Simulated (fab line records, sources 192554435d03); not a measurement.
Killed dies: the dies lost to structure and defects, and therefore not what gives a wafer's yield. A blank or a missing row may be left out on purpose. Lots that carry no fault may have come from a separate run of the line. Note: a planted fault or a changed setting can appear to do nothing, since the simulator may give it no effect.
fab line records	flow n5-finfet
record lots=6	wafers=16	last-day=17
route steps=1938 shown BEOL_M4@1028
lots with no fault: from the same line, run without faults
start-h: hours from the record's opening day to when the first of the lot's shown wafers began	wait-h: time in hours since the lot's previous step	" repeats the value in the row above	L1.1+2: a single row standing in for several wafers	- either no value or no given start	* or withheld: withheld	< > ~ a bound
route shown NAME@n: a module of which the file shows steps, and the number in the route of the first	usual: average and standard deviation across the fault-free wafers	same: alike in all rows	chamber/n: place in a boat	sites: the reading at each site	_std_site: standard deviation across them	_edge_site: mean of outer sites minus mean of inner sites	radius-mm: for every site, how far away it sits from the centre of the wafer	mask NAME#n: copy n	behind: the most recent tool/chamber to have shaped the wafer	hold: what put the lot on hold/how long, in hours/how the hold closed	device: whichever transistor did not switch (one of n, p or np)	end of line: at the end of the route, the tests of the same wafers	a step without rows: its recipe alone	killed: dies that structure and defects cost at the first sort, which is not the same as the wafer's yield	map: a wafer's dies, marking killed ones x, the rest . and places with no die _
set.NAME: the setting as run; set.NAME@STEP: as run at that earlier step	model.NAME: the simulator's own value behind a step, which no gauge read
a table for each step, a row for each wafer; lots at some steps of the route
services: when a tool's chamber went out of use (start-h, in hours from the record's first day, below 0 if earlier), for how many hours, and the reason
## steps
# step N5_BEOL_M4_COAT_05
# recipe resist=CAR-EUV	spin-rpm=1500	resist-thk-nm=30
# step N5_BEOL_M4_EBR_07
# recipe solvent=PGMEA	ebr-width-mm=1.5
# step N5_BEOL_M4_SOFTBAKE_06
# recipe temp-c=110	time-s=60	resist=CAR-EUV
# step N5_BEOL_M4_EXPOSE_08
# recipe mask-id=M4	na=0.33	source-shape=dipole	sigma-inner=0.369	sigma-outer=0.767	polarization=unpolarized	dose-mj=41.25
# step N5_BEOL_M4_PEB_09
# recipe peb-temp-c=100	peb-time-s=60	resist=CAR-EUV
# step N5_BEOL_M4_DEVELOP_10
# recipe develop-time-s=30	developer=TMAH	resist=CAR-EUV	rinse-liquid=surfactant-rinse	dry=air-spin	dev-temp-c=23
# step N5_BEOL_M4_CD_MEAS_11
# recipe target-cd-nm=16.79	landing-energy-ev=500	detector=se-inlens	polarity=opening
# usual cd-nm=16.81/0.21
lot.wafer	tool	chamber	start-h	wait-h	cd-nm
L508.2	cd-sem-03	0	166.28	-	16.87
L508.3	"	0	"	"	16.32
L508.6	"	0	"	"	17.02
L512.2	cd-sem-01	0	185.70	-	16.93
L512.3	"	0	"	"	16.43
L512.5	"	0	"	"	17.03
L514.1	cd-sem-01	0	203.84	-	17.04
L514.2	"	0	"	"	16.83
L514.4	"	0	"	"	17.04
L516.2	cd-sem-01	0	214.18	-	16.66
L516.3	"	0	"	"	16.74
L516.6	"	0	"	"	16.83
L526.3	cd-sem-01	0	264.99	-	16.44
L526.4	"	0	"	"	17.01
L528.3	cd-sem-02	0	292.78	-	16.75
L528.6	"	0	"	"	16.64
# step N5_BEOL_M4_OVL_MEAS_12
# recipe points-per-wafer=522
# usual M4_OVL=0.4/0.59
lot.wafer	tool	chamber	start-h	wait-h	M4_OVL[nm]
L508.2	overlay-02	0	166.32	0.0	0.9
L508.3	"	0	"	"	0.5
L508.6	"	0	"	"	0.7
L512.2	overlay-01	0	185.74	0.0	0.1
L512.3	"	0	"	"	0.5
L512.5	"	0	"	"	0.4
L514.1	overlay-01	0	203.87	0.0	1.5
L514.2	"	0	"	"	0.8
L514.4	"	0	"	"	0.9
L516.2	overlay-01	0	214.22	0.0	0.9
L516.3	"	0	"	"	1.4
L516.6	"	0	"	"	1.0
L526.3	overlay-02	0	265.03	0.0	1.4
L526.4	"	0	"	"	0.6
L528.3	overlay-01	0	292.82	0.0	-0.6
L528.6	"	0	"	"	0.3
# step N5_BEOL_M4_INSPECT_13
# recipe mode=adi	inspect-instrument=brightfield
# usual raw-defect-count=444/120
lot.wafer	tool	chamber	start-h	wait-h	raw-defect-count
L508.2	defect-inspect-01	-	166.37	0.0	299
L508.3	"	-	"	"	297
L508.6	"	-	"	"	451
L512.2	defect-inspect-01	-	185.79	0.0	520
L512.3	"	-	"	"	500
L512.5	"	-	"	"	489
L514.1	defect-inspect-02	-	203.93	0.1	805
L514.2	"	-	"	"	788
L514.4	"	-	"	"	702
L516.2	defect-inspect-01	-	214.27	0.0	531
L516.3	"	-	"	"	711
L516.6	"	-	"	"	390
L526.3	defect-inspect-01	-	265.08	0.0	418
L526.4	"	-	"	"	448
L528.3	defect-inspect-02	-	292.87	0.0	438
L528.6	"	-	"	"	365
# step N5_BEOL_M4_DESCUM_16
# recipe chemistry=O2	time-s=7	source-power-w=50	bias-power-w=20	pressure-mtorr=20	rf-frequency-hz=2.712e+07	temp-c=40	resist=CAR-EUV	o2-flow-sccm=225
# usual drypump-motor-current-A=5.8/0.4	oes-product-au=0.82/0.084	rf-vpp-V=243.6/1.4	showerhead-plenum-p-Torr=2.13/0.07	throttle-valve-pct=20.24/0.26
lot.wafer	tool	chamber	start-h	wait-h	drypump-motor-current-A	oes-product-au	rf-hours-counter-h	rf-vpp-V	showerhead-plenum-p-Torr	throttle-valve-pct
L508.2	rie-diel-06	2	166.40	0.0	5.7	0.77	152	241.6	2.00	20.43
L508.3	"	0	"	"	5.9	0.74	149	244.8	2.10	20.30
L508.6	"	2	"	"	5.7	0.77	-	242.2	2.00	20.42
L512.2	rie-diel-04	1	185.83	0.0	6.0	0.84	60	243.2	2.12	19.99
L512.3	"	3	"	"	5.6	0.94	9	244.3	2.14	20.02
L512.5	"	3	"	"	5.6	0.95	-	243.9	2.14	20.01
L514.1	rie-diel-04	1	204.22	0.3	6.0	0.84	67	244.0	2.12	19.99
L514.2	"	3	"	"	5.6	0.93	17	245.3	2.14	20.03
L514.4	"	2	"	"	5.9	0.80	102	243.1	2.11	20.64
L516.2	rie-diel-05	1	214.31	0.0	5.7	0.74	149	244.7	2.18	20.20
L516.3	"	2	"	"	5.8	0.91	34	243.6	2.13	19.83
L516.6	"	1	"	"	5.7	0.73	-	244.8	2.18	20.20
L526.3	rie-diel-06	2	265.42	0.3	5.6	0.75	185	240.9	1.99	20.48
L526.4	"	3	"	"	6.6	0.98	-	245.2	2.23	19.73
L528.3	rie-diel-06	0	292.90	0.0	5.9	0.71	194	241.6	2.09	20.38
L528.6	"	0	"	"	5.9	0.71	-	242.9	2.09	20.36
# step N5_BEOL_M4_ETCH_74
# recipe chemistry=N2/H2	target=underlayer	target-depth-a=65	mask-material=CAR-EUV	time-s=5.2	ion-energy-ev=200	pressure-mtorr=30	source-w=840	bias-w=150	n2-flow-sccm=200	h2-flow-sccm=200	ends=cleared
# usual bias-w=150.0/0.45	drypump-motor-current-A=5.8/0.4	etch-rf-on-time-s=5.18/0.071	oes-product-au=0.69/0.071	rf-vpp-V=525.1/2.7	showerhead-plenum-p-Torr=2.59/0.087	throttle-valve-pct=17.66/0.26
lot.wafer	tool	chamber	start-h	wait-h	bias-w	drypump-motor-current-A	etch-rf-on-time-s	oes-product-au	rf-hours-counter-h	rf-vpp-V	showerhead-plenum-p-Torr	throttle-valve-pct
L508.2	rie-diel-06	2	166.44	0.0	149.3	5.6	5.15	0.66	152	518.0	2.44	17.88
L508.3	"	0	"	"	149.7	5.9	5.26	0.62	149	522.3	2.54	17.63
L508.6	"	2	"	"	149.9	5.6	5.10	0.66	-	520.5	2.44	17.86
L512.2	rie-diel-04	1	185.86	0.0	149.8	6.0	5.05	0.73	60	526.4	2.59	17.40
L512.3	"	3	"	"	149.5	5.6	4.98	0.82	9	525.8	2.60	17.45
L512.5	"	3	"	"	149.6	5.6	4.98	0.82	-	526.3	2.60	17.43
L514.1	rie-diel-04	1	204.26	0.0	149.5	6.0	5.08	0.73	67	526.5	2.58	17.42
L514.2	"	3	"	"	149.6	5.6	5.08	0.79	17	524.8	2.60	17.47
L514.4	"	2	"	"	150.7	5.9	5.16	0.68	102	524.2	2.57	18.09
L516.2	rie-diel-05	1	214.34	0.0	150.1	5.7	5.16	0.63	149	526.4	2.65	17.66
L516.3	"	2	"	"	149.6	5.8	5.17	0.75	34	526.1	2.59	17.23
L516.6	"	1	"	"	150.2	5.7	5.14	0.62	-	528.5	2.65	17.65
L526.3	rie-diel-06	2	265.46	0.0	150.0	5.6	5.17	0.63	185	521.3	2.43	17.93
L526.4	"	3	"	"	149.3	6.6	5.11	0.82	-	528.7	2.72	17.23
L528.3	rie-diel-06	0	292.94	0.0	150.2	5.9	5.21	0.60	194	524.1	2.52	17.75
L528.6	"	0	"	"	150.0	5.9	5.24	0.60	-	520.7	2.52	17.72
# step N5_BEOL_M4_ETCH_63
# recipe chemistry=CF4	target=SiARC	target-depth-a=156	mask-material=CAR-EUV	time-s=26	ion-energy-ev=80	pressure-mtorr=40	source-w=545	bias-w=36	Ar_flow_sccm=100	cf4-flow-sccm=100	ends=cleared
# usual bias-w=35.99/0.11	drypump-motor-current-A=5.8/0.4	etch-rf-on-time-s=25.9/0.31	oes-product-au=0.69/0.071	rf-vpp-V=184.5/1.2	showerhead-plenum-p-Torr=2.18/0.069	throttle-valve-pct=15.44/0.24
lot.wafer	tool	chamber	start-h	wait-h	bias-w	drypump-motor-current-A	etch-rf-on-time-s	oes-product-au	rf-hours-counter-h	rf-vpp-V	showerhead-plenum-p-Torr	throttle-valve-pct
L508.2	rie-diel-06	2	166.46	0.0	35.91	5.6	25.9	0.66	152	183.0	2.06	15.64
L508.3	"	0	"	"	36.02	5.9	26.1	0.63	149	185.4	2.14	15.45
L508.6	"	2	"	"	35.92	5.6	25.5	0.66	-	182.5	2.06	15.65
L512.2	rie-diel-04	1	185.88	0.0	35.89	6.0	25.8	0.72	60	184.2	2.18	15.23
L512.3	"	3	"	"	35.92	5.6	25.3	0.81	9	185.3	2.19	15.20
L512.5	"	3	"	"	35.98	5.6	25.4	0.81	-	185.8	2.19	15.19
L514.1	rie-diel-04	1	204.27	0.0	36.21	6.0	25.8	0.72	67	182.8	2.17	15.23
L514.2	"	3	"	"	35.94	5.6	25.4	0.79	17	185.8	2.18	15.22
L514.4	"	2	"	"	35.96	5.9	26.0	0.68	102	184.7	2.16	15.75
L516.2	rie-diel-05	1	214.36	0.0	35.82	5.6	25.8	0.63	149	185.7	2.23	15.47
L516.3	"	2	"	"	35.93	5.8	25.6	0.76	34	184.6	2.18	15.04
L516.6	"	1	"	"	35.80	5.6	25.6	0.63	-	185.7	2.23	15.47
L526.3	rie-diel-06	2	265.47	0.0	35.99	5.7	26.0	0.63	185	182.9	2.05	15.71
L526.4	"	3	"	"	35.74	6.6	25.4	0.83	-	186.9	2.27	14.92
L528.3	rie-diel-06	0	292.95	0.0	35.96	5.9	26.2	0.59	194	184.9	2.12	15.54
L528.6	"	0	"	"	36.01	5.9	26.2	0.60	-	185.2	2.12	15.54
# step N5_BEOL_M4_ETCH_64
# recipe chemistry=N2/H2	target=SOC	target-depth-a=750	overetch-a=225	mask-material=SiARC	temp-c=40	time-s=121.9	ion-energy-ev=200	pressure-mtorr=30	source-w=840	bias-w=150	n2-flow-sccm=200	h2-flow-sccm=200
# usual bias-w=150.0/0.45	drypump-motor-current-A=5.8/0.4	oes-product-au=0.62/0.061	rf-vpp-V=525.0/2.5	showerhead-plenum-p-Torr=2.59/0.087	throttle-valve-pct=17.62/0.26
lot.wafer	tool	chamber	start-h	wait-h	bias-w	drypump-motor-current-A	oes-product-au	rf-hours-counter-h	rf-vpp-V	showerhead-plenum-p-Torr	throttle-valve-pct	model.SiARC_of_BEOL_M4_COAT_62.thk-nm	model.BEOL_M4.cd-offset-nm
L508.2	rie-diel-06	2	166.48	0.0	150.3	5.6	0.58	152	519.9	2.44	17.81	6.2	0.4
L508.3	"	0	"	"	149.7	5.9	0.56	149	524.6	2.54	17.60	6.4	0.2
L508.6	"	2	"	"	150.0	5.6	0.57	-	519.0	2.44	17.82	6.4	0.4
L512.2	rie-diel-04	1	185.91	0.0	149.8	6.0	0.64	60	525.1	2.59	17.35	6.2	0.4
L512.3	"	3	"	"	150.6	5.6	0.72	9	524.9	2.60	17.40	6.2	0.2
L512.5	"	3	"	"	150.2	5.6	0.70	-	525.7	2.60	17.40	6.2	0.4
L514.1	rie-diel-04	1	204.30	0.0	149.9	6.0	0.64	68	524.0	2.58	17.36	6.2	0.2
L514.2	"	3	"	"	150.0	5.6	0.70	17	526.2	2.60	17.41	6.2	0
L514.4	"	2	"	"	150.4	6.0	0.61	102	524.9	2.57	18.04	6.2	0.4
L516.2	rie-diel-05	1	214.39	0.0	150.6	5.7	0.56	149	525.9	2.65	17.62	6.2	0
L516.3	"	2	"	"	149.9	5.8	0.67	34	524.4	2.59	17.15	6.4	0.4
L516.6	"	1	"	"	149.8	5.6	0.55	-	526.8	2.65	17.61	6.2	0.2
L526.3	rie-diel-06	2	265.50	0.0	149.3	5.6	0.51	185	520.8	2.43	17.84	5	0.6
L526.4	"	3	"	"	149.9	6.6	0.73	-	529.6	2.72	17.18	6.2	0
L528.3	rie-diel-06	0	292.98	0.0	150.0	5.9	0.49	194	523.7	2.52	17.66	5.2	0.6
L528.6	"	0	"	"	149.9	5.9	0.49	-	523.6	2.52	17.68	5	0.6
# step N5_BEOL_M4_STRIP_65
# recipe chemistry=N2/H2	temp-c=40	n2-flow-sccm=200	h2-flow-sccm=200	rf-frequency-hz=6e+07
# step N5_BEOL_M4_STRIP_75
# recipe chemistry=N2/H2	temp-c=40	n2-flow-sccm=200	h2-flow-sccm=200	rf-frequency-hz=6e+07
# step N5_BEOL_M4_STRIP_66
# recipe chemistry=CF4	resist=SiARC	power-w=300	bias-power-w=75	pressure-mtorr=50	cf4-flow-sccm=150	rf-frequency-hz=6e+07
# usual drypump-motor-current-A=5.8/0.4	oes-product-au=0.80/0.079	rf-vpp-V=271.7/1.5	showerhead-plenum-p-Torr=1.82/0.057	throttle-valve-pct=13.41/0.24
lot.wafer	tool	chamber	start-h	wait-h	drypump-motor-current-A	oes-product-au	rf-hours-counter-h	rf-vpp-V	showerhead-plenum-p-Torr	throttle-valve-pct
L508.2	rie-diel-06	2	166.62	0.0	5.6	0.76	152	268.2	1.72	13.64
L508.3	"	0	"	"	5.9	0.74	149	270.5	1.79	13.47
L508.6	"	2	"	"	5.6	0.76	-	269.0	1.72	13.63
L512.2	rie-diel-04	1	186.04	0.0	6.0	0.85	60	271.1	1.82	13.19
L512.3	"	3	"	"	5.6	0.92	9	272.5	1.83	13.14
L512.5	"	3	"	"	5.6	0.92	-	272.3	1.83	13.16
L514.1	rie-diel-04	1	204.43	0.0	6.0	0.83	68	271.1	1.82	13.21
L514.2	"	3	"	"	5.6	0.91	17	271.9	1.83	13.15
L514.4	"	2	"	"	5.9	0.78	102	270.4	1.81	13.70
L516.2	rie-diel-05	1	214.52	0.0	5.6	0.72	149	272.9	1.87	13.45
L516.3	"	2	"	"	5.8	0.87	34	271.0	1.83	13.02
L516.6	"	1	"	"	5.7	0.72	-	272.2	1.87	13.44
L526.3	rie-diel-06	2	265.63	0.0	5.6	0.73	185	267.5	1.72	13.71
L526.4	"	3	"	"	6.6	0.95	-	274.7	1.90	12.87
L528.3	rie-diel-06	0	293.11	0.0	5.9	0.69	194	270.1	1.78	13.57
L528.6	"	0	"	"	5.9	0.70	-	270.3	1.78	13.56
# step N5_BEOL_M4_HM_OPEN_17
# recipe chemistry=Cl2/BCl3	target-depth-a=200	overetch-a=60	target=TiN	mask-material=SOC	ion-energy-ev=150	pressure-mtorr=10	icp-w=1000	bias-w=126	Cl2_flow_sccm=53.25	bcl3-flow-sccm=21.75	Ar_flow_sccm=25
# usual bias-w=126.0/0.36	drypump-motor-current-A=6.0/0.34	he-backside-leak-sccm=3.44/0.28	oes_ar_750_au=0.74/0.094	oes-product-au=0.63/0.079	throttle-valve-pct=22.39/0.19
lot.wafer	tool	chamber	start-h	wait-h	bias-w	drypump-motor-current-A	he-backside-leak-sccm	oes_ar_750_au	oes-product-au	rf-hours-counter-h	throttle-valve-pct	model.etch.depth-nm	model.BEOL_M4.cd-offset-nm
L508.2	rie-metal-03	0	166.66	0.0	126.1	6.1	3.17	0.77	0.67	45	22.49	19.88	0.4
L508.3	"	1	"	"	125.5	6.0	3.62	0.93	0.80	-	22.29	20.04	0.2
L508.6	"	0	"	"	125.9	6.1	3.12	0.77	0.67	-	22.48	19.85	0.6
L512.2	rie-metal-03	1	186.08	0.0	126.2	6.0	3.41	0.92	0.78	3	22.27	19.87	0.4
L512.3	"	0	"	"	126.0	6.1	3.22	0.78	0.67	-	22.48	19.92	0.2
L512.5	"	1	"	"	125.5	6.0	3.38	0.92	0.79	-	22.28	19.99	0.6
L514.1	rie-metal-01	1	204.47	0.0	126.0	5.9	3.51	0.70	0.58	78	22.20	19.68	0.2
L514.2	"	0	"	"	125.8	5.0	3.06	0.73	0.62	56	22.14	19.78	-0.2
L514.4	"	1	"	"	126.3	5.9	3.73	0.70	0.59	-	22.21	19.75	0.2
L516.2	rie-metal-03	1	214.56	0.0	126.4	6.1	3.43	0.90	0.75	6	22.28	19.65	0
L516.3	"	1	"	"	126.7	6.0	3.45	0.90	0.77	-	22.28	20.01	0.4
L516.6	"	1	"	"	126.3	6.0	3.45	0.90	0.77	-	22.30	19.65	0.4
L526.3	rie-metal-02	1	265.71	0.1	126.3	6.3	3.15	0.65	0.51	-	22.80	17.25	0.4
L526.4	"	0	"	"	126.1	6.0	3.79	0.64	0.56	-	22.32	19.75	-0.2
L528.3	rie-metal-02	0	293.18	0.1	125.7	6.0	3.82	0.63	0.51	-	22.42	16.92	0.4
L528.6	"	0	"	"	126.0	6.0	3.75	0.64	0.51	-	22.41	16.91	0.6
# step N5_BEOL_M4_STRIP_19
# recipe chemistry=O2	power-w=400	temp-c=40	pressure-mtorr=30	rf-frequency-hz=6e+07	bias-power-w=0	overash-fraction=0.2	o2-flow-sccm=225
# usual drypump-motor-current-A=5.8/0.37	oes-product-au=0.81/0.076	rf-vpp-V=3.7/0.52	showerhead-plenum-p-Torr=2.12/0.066	throttle-valve-pct=16.51/0.23
lot.wafer	tool	chamber	start-h	wait-h	drypump-motor-current-A	oes-product-au	rf-hours-counter-h	rf-vpp-V	showerhead-plenum-p-Torr	throttle-valve-pct
L508.2	rie-diel-05	2	166.77	0.1	5.8	0.93	18	3.5	2.14	16.07
L508.3	"	3	"	"	5.9	0.66	239	3.0	2.07	16.85
L508.6	"	3	"	"	5.9	0.67	-	3.7	2.07	16.86
L512.2	rie-diel-04	3	186.19	0.1	5.6	0.95	9	3.3	2.14	16.26
L512.3	"	2	"	"	5.9	0.80	95	4.3	2.12	16.83
L512.5	"	3	"	"	5.6	0.95	-	3.6	2.14	16.26
L514.1	rie-diel-04	3	204.59	0.1	5.6	0.92	17	3.0	2.14	16.28
L514.2	"	2	"	"	5.9	0.79	102	3.5	2.11	16.84
L514.4	"	1	"	"	6.0	0.84	68	4.3	2.13	16.25
L516.2	rie-diel-06	1	214.67	0.1	6.4	0.86	77	3.3	2.22	16.60
L516.3	"	0	"	"	5.9	0.73	166	3.8	2.10	16.60
L516.6	"	1	"	"	6.4	0.85	-	4.2	2.22	16.58
L526.3	rie-diel-04	2	265.85	0.1	5.9	0.78	123	4.1	2.11	16.88
L526.4	"	1	"	"	6.0	0.82	90	3.2	2.12	16.28
L528.3	rie-diel-05	2	293.36	0.1	5.8	0.84	68	3.7	2.13	16.18
L528.6	"	2	"	"	5.8	0.84	-	4.5	2.13	16.15
# step N5_BEOL_M4_RC_MEAS_101
# usual DIBL_N=36.3/1.4	DIBL_P=36.2/1.5	IOFF_N=0.160/0.021	IOFF_P=0.211/0.027	ION_N=676/7.7	ION_P=463/5.5	SS_N=71.4/0.57	SS_P=73.3/0.58	VT_N=249.3/2.5	VT_P=-250.1/2.6
lot.wafer	tool	chamber	start-h	wait-h	DIBL_N[mV/V]	DIBL_P[mV/V]	IOFF_N[nA/um]	IOFF_P[nA/um]	ION_N[uA/um]	ION_P[uA/um]	SS_N[mV/dec]	SS_P[mV/dec]	VT_N[mV]	VT_P[mV]
L508.2	prober-01	0	181.69	0.2	38.7	38.4	0.179	0.243	674	463	71.8	73.8	248.3	-248.6
L508.3	"	0	"	"	39.5	39.5	0.202	0.268	682	467	72.1	74.0	244.0	-247.0
L508.6	"	0	"	"	38.9	38.5	0.187	0.254	680	465	71.6	73.5	246.7	-246.5
L512.2	prober-02	0	192.88	0.2	37.1	37.7	0.172	0.192	692	455	72.7	74.0	250.4	-252.0
L512.3	"	0	"	"	36.5	37.5	0.165	0.189	683	464	71.8	73.8	252.0	-253.6
L512.5	"	0	"	"	37.3	37.5	0.169	0.193	690	463	71.8	73.3	252.2	-252.7
L514.1	prober-01	0	214.24	0.0	36.2	33.7	0.142	0.184	674	459	71.1	72.7	248.7	-250.0
L514.2	"	0	"	"	36.5	34.9	0.147	0.196	670	467	71.1	72.8	248.7	-246.6
L514.4	"	0	"	"	36.7	35.3	0.152	0.205	681	463	71.1	73.5	248.6	-249.8
L516.2	prober-02	0	222.65	0.2	35.9	37.5	0.178	0.216	682	462	72.0	73.2	248.8	-251.3
L516.3	"	0	"	"	32.5	33.6	0.121	0.160	666	462	71.4	72.9	252.5	-254.5
L516.6	"	0	"	"	35.2	36.8	0.167	0.211	681	464	71.8	74.0	249.3	-249.6
L526.3	prober-02	0	276.42	0.3	36.4	35.8	0.172	0.203	685	461	71.2	73.6	247.1	-255.4
L526.4	"	0	"	"	35.2	34.1	0.147	0.186	675	460	71.2	72.7	248.0	-252.7
L528.3	prober-01	0	300.93	0.3	36.2	38.5	0.167	0.231	676	462	71.1	73.8	247.4	-247.8
L528.6	"	0	"	"	33.9	35.6	0.123	0.192	664	462	71.1	73.3	253.1	-251.2
## services
tool	chamber	start-h	hours	kind
rie-metal-01	1	161.67	9.4	repair
rie-diel-05	3	204.47	-	clean
rie-diel-05	3	204.47	-	consumable-replace:focus-ring
rie-diel-05	3	204.47	40.2	scheduled-down
rie-diel-05	3	204.47	40.2	vent-cycle
rie-metal-01	-	224.32	1.4	pm
rie-diel-06	3	228.27	-	clean
rie-diel-06	3	228.27	-	consumable-replace:focus-ring
rie-diel-06	3	228.27	-	consumable-replace:showerhead
rie-diel-06	3	228.27	22.3	scheduled-down
rie-diel-06	3	228.27	22.3	vent-cycle
rie-metal-03	0	265.79	4.4	repair
## key
first-sign none at tools or gauges
model-effect step=N5_BEOL_M4_ETCH_64	value=SiARC_of_BEOL_M4_COAT_62.thk-nm	without=6.4	struck=5.067
model-effect step=N5_BEOL_M4_HM_OPEN_17	value=etch.depth-nm	without=19.85	struck=17.03
met-at N5_BEOL_M4_ETCH_64
struck-wafers L526.3,L528.3,L528.6
onset-between 166.48 265.50
fault kind=process-parameter-drift	tool=rie-diel-06	chamber=-	onset-h=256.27	steps=N5_BEOL_M4_ETCH_64	channel=time-s	offset=*	shape=step	end-h=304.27	scope=struck-wafers-only	acts-in=*	stated=*
